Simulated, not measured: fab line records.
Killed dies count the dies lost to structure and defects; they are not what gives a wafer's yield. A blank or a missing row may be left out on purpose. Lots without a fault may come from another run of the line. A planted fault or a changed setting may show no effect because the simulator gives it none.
Chamber matching    flow n5-finfet    N5_BEOL_M6_ALD_77 on ald-metal-02 has 4 sister chambers
The step deposits TaN, target thk 2 nm, pulse time 2 s, purge time 3 s. 8 wafers are shown with their chamber, then 12 later ones without.

WAFERS WITH THEIR CHAMBER
wafer   chamber  heater-power-w (W)
L080.1  1        431
L080.6  3        421
L083.3  2        459
L083.4  0        418
L083.5  3        418
L085.2  1        432
L085.3  2        475
L085.5  0        406

WAFERS WITHOUT THEIR CHAMBER
wafer   heater-power-w (W)
L086.1  413
L086.4  426
L086.6  415
L088.2  422
L088.5  414
L088.6  426
L091.1  425
L091.3  461
L091.5  468
L095.1  435
L095.2  419
L095.4  422

CHAMBER TAKEN BY EACH
wafer   from the rows above           in truth
L086.1  can't be placed: 0 or 3       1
L086.4  can't be placed: 1 or 3 or 0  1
L086.6  can't be placed: 0 or 3 or 1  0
L088.2  can't be placed: 3 or 1 or 0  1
L088.5  can't be placed: 0 or 3       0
L088.6  can't be placed: 1 or 3 or 0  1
L091.1  can't be placed: 3 or 1 or 0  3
L091.3  2                             2
L091.5  2                             2
L095.1  can't be placed: 1 or 3       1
L095.2  can't be placed: 3 or 0 or 1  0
L095.4  can't be placed: 3 or 1 or 0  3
Placed correctly: 2 of 12. Unplaceable from these rows: 10, with the true chamber sitting among the candidates in 9. Wrongly placed: 0.
How it was worked out, from the rows above alone: a wafer's distance from a chamber is the root of the sum, over the readings, of the square of ((its reading less the chamber's mean) divided by the reading's scatter). The wafer belongs to the nearest chamber; if the next one is less than 2 further off, it can't be placed. The mean given for a chamber averages the wafers shown for that chamber. The scatter: take each reading less its chamber's mean, square it, sum over the shown wafers, divide by the number of wafers less the number of chambers, and take the root.
